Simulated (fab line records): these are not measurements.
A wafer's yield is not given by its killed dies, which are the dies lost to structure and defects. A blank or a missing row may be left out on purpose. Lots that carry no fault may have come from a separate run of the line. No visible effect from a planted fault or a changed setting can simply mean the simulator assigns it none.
A lot that was struck, set against a sound lot :: flow nand_harc :: 14 steps out of a route of 1302
Sound: these wafers, L112.4, L112.5, L112.6. Wafers struck: L118.3, L118.5, L118.6. Last of all comes the cause.
For every step that has rows: the tool of each side, followed by ch and its chambers, followed by its first start. Under that, the readings that differ: sound wafers :: struck wafers :: difference of the means :: sigmas: that difference in standard deviations of wafers without a fault.
alike: a reading whose means differ by less than 2 such deviations, as well as words and numbers matching on both sides. not compared: withheld readings; readings where some wafer has no value; bounds like >300 that might hide an equal value; numbers whose values overlap and for which the record gives no deviation.
Wherever a step has rows on one side only, a row that says differs or no value, or a row with sigmas, the two part there. When numbers do not overlap yet have no deviation, they are printed without sigmas and do not part them. A reading missing from all wafers of one side parts the sides only when that side holds two or more wafers.

NHARC_A_STAIRCASE_STRIP_274: strips in O2.
  sound: rie_diel-03 ch 0,1,2; struck: rie_diel-03 ch 2,3
  alike: drypump_motor_current_A, o2_flow_sccm, oes_product_au, rf_vpp_V, showerhead_plenum_p_Torr, throttle_valve_pct
  not compared: rf_hours_counter_h
then, 3 steps without rows for these wafers: NHARC_A_STAIRCASE_STRIP_275 (strips in SPM, time 900 s); NHARC_A_STAIRCASE_PRECLEAN_276 (cleans in SC1); NHARC_A_STAIRCASE_SRD_277.
NHARC_A_STAIRCASE_HM_DEP_459: deposits aC, target thk 1500 nm.
  sound on acl_dep-01 ch 0, day 18 09:52; struck on acl_dep-03 ch 0, day 21 14:50
  alike: throttle_valve_pct
NHARC_A_STAIRCASE_DEP_280: deposits SiON, target thk 30 nm.
  sound on pecvd-04 ch 0,1,2, day 18 10:54; struck on pecvd-03 ch 0,1,2, day 21 16:07
  alike: heater_power_w
  not compared: since_wet_clean_h
then, 5 steps without rows for these wafers: NHARC_A_STAIRCASE_DEHYDRATE_281 (time 120 s); NHARC_A_STAIRCASE_HMDS_282 (time 30 s); NHARC_A_STAIRCASE_COAT_283; NHARC_A_STAIRCASE_SOFTBAKE_284 (time 170 s); NHARC_A_STAIRCASE_EBR_285.
NHARC_A_STAIRCASE_EXPOSE_286: exposes mask CHOP 100.
  sound on krf_scanner-01 ch 0, day 18 11:26; struck on krf_scanner-01 ch 0, day 21 16:44
reading: exposure_dose_mJ_cm2
sound: 25.011 24.985 24.986
struck: 16.130 16.139 16.083
difference: -8.877
sigmas: -99 or more
  alike: mask
then, 2 steps without rows for these wafers: NHARC_A_STAIRCASE_PEB_287 (peb time 130 s); NHARC_END_SORT_01.

WHERE THEY PART
At NHARC_A_STAIRCASE_EXPOSE_286 and nowhere else, as far as this record goes.

WHY: the cause the simulator had injected
Process parameter drift: krf_scanner-01, from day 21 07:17 on, at NHARC_A_STAIRCASE_EXPOSE_286. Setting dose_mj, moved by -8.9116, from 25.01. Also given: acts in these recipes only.
